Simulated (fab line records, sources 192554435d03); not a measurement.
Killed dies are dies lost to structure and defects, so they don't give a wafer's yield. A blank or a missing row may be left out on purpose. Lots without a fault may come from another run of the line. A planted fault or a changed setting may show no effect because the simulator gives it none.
A struck lot beside a sound one | flow n5_finfet | 23 steps out of a route of 1938
Sound: wafers L429.2, L429.4, L429.6. Struck: wafer L434.5. (L434.1, L434.3 of the same lot were not struck and are left out.) The cause comes at the end.
At each step with rows: each side's tool, then ch and its chambers, then its first start. Under that, the readings that differ: sound wafers | struck wafers | difference of the means | sigmas: that difference in standard deviations of wafers without a fault.
alike: readings whose means differ by less than 2 such deviations, and words and numbers that are the same on both sides. not compared: withheld readings, readings that some wafer has no value for, bounds like >300 that may hide the same value, and numbers for which the record gives no deviation and whose values overlap.
The two part at a step that has a row with sigmas, a row that says differs or no value, or rows on one side only. Numbers that don't overlap but have no deviation are shown without sigmas and don't part them. A reading that every wafer of one side lacks parts them only if that side has two wafers or more.

first, 9 steps without rows for these wafers: N5_BEOL_M7_SOFTBAKE_06 (time 60 s); N5_BEOL_M7_EXPOSE_08 (exposes mask M7); N5_BEOL_M7_PEB_09 (peb time 60 s); N5_BEOL_M7_DEVELOP_10 (develop time 30 s); N5_BEOL_M7_DESCUM_16 (chemistry O2, time 7.9 s); N5_BEOL_M7_ETCH_61 (etches SiARC in CF4, target depth 45.5 nm, time 75.8 s); N5_BEOL_M7_ETCH_62 (etches SOC in N2/H2, target depth 110 nm, overetch 22 nm, time 165 s); N5_BEOL_M7_STRIP_68 (strips in N2/H2); N5_BEOL_M7_STRIP_67 (strips in CF4).
N5_BEOL_M7_HM_OPEN_17: chemistry Cl2/BCl3, target TiN, target depth 20 nm, overetch 6 nm.
  sound on rie_metal-02 ch 0,1, day 11 02:00; struck on rie_metal-02 ch 0, day 12 05:11
  alike: bcl3_flow_sccm, drypump_motor_current_A, mfc_ar_sccm, oes_product_au, throttle_valve_pct
  not compared: rf_hours_counter_h
then, 10 steps without rows for these wafers: N5_BEOL_M7_STRIP_19 (strips in O2); N5_BEOL_M7_COAT_63 (time 60 s, resist thk 60 nm); N5_BEOL_M7_COAT_64 (time 60 s, resist thk 12 nm); N5_BEOL_M7_COAT_71 (time 60 s, resist thk 5 nm); N5_BEOL_M7_COAT_22 (resist thk 30 nm); N5_BEOL_M7_EBR_24; N5_BEOL_M7_SOFTBAKE_23 (time 60 s); N5_BEOL_M7_EXPOSE_25 (exposes mask V6, target cd 40 nm); N5_BEOL_M7_PEB_26 (peb time 60 s); N5_BEOL_M7_DEVELOP_27 (develop time 30 s).
N5_BEOL_M7_INSPECT_30: inspects for defects (brightfield).
  sound on defect_inspect-01, day 11 04:28; struck on defect_inspect-01, day 12 10:32
  reading          | sound       | struck | difference | sigmas
  raw_defect_count | 329 313 482 | 1859   | +1484      | +16
then, 1 step without rows for these wafers: N5_BEOL_M7_DESCUM_33 (chemistry O2, time 7 s).
-- the record jumps here: 4 days lie between the struck wafers' starts before and after (it left off in module BEOL_M7 and takes up again in module PASSIVATION, whose first step shown is number 1936 of the route) --
N5_PASSIVATION_PROBE_49:
  sound on prober-01, day 14 13:41; struck on prober-02, day 15 23:47
  reading                  | sound          | struck | difference | sigmas
  defect_limited_yield (%) | 92.1 91.7 93.3 | 77.6   | -14.8      | -9
  killed_at_M4_up          | 19 14 16       | 173    | +157       | +33
  killed_dies              | 93 98 79       | 264    | +174       | +10
  sort_bin_5_function (%)  | 4.7 5.0 4.2    | 12.9   | +8.3       | +9
  sort_bin_6_memory (%)    | 3.1 3.0 2.5    | 5.5    | +2.6       | +3
  sort_n_pass              | 1087 1082 1101 | 916    | -174       | -9
  sort_yield_pct (%)       | 92.1 91.7 93.3 | 77.6   | -14.8      | -9
  alike: killed_at_M0_to_M3, killed_at_contacts, killed_at_front_end, killed_at_other, killed_open, killed_short

WHERE THEY PART
First at N5_BEOL_M7_INSPECT_30; last, within this record, at N5_PASSIVATION_PROBE_49.

WHY: what the simulator had put in
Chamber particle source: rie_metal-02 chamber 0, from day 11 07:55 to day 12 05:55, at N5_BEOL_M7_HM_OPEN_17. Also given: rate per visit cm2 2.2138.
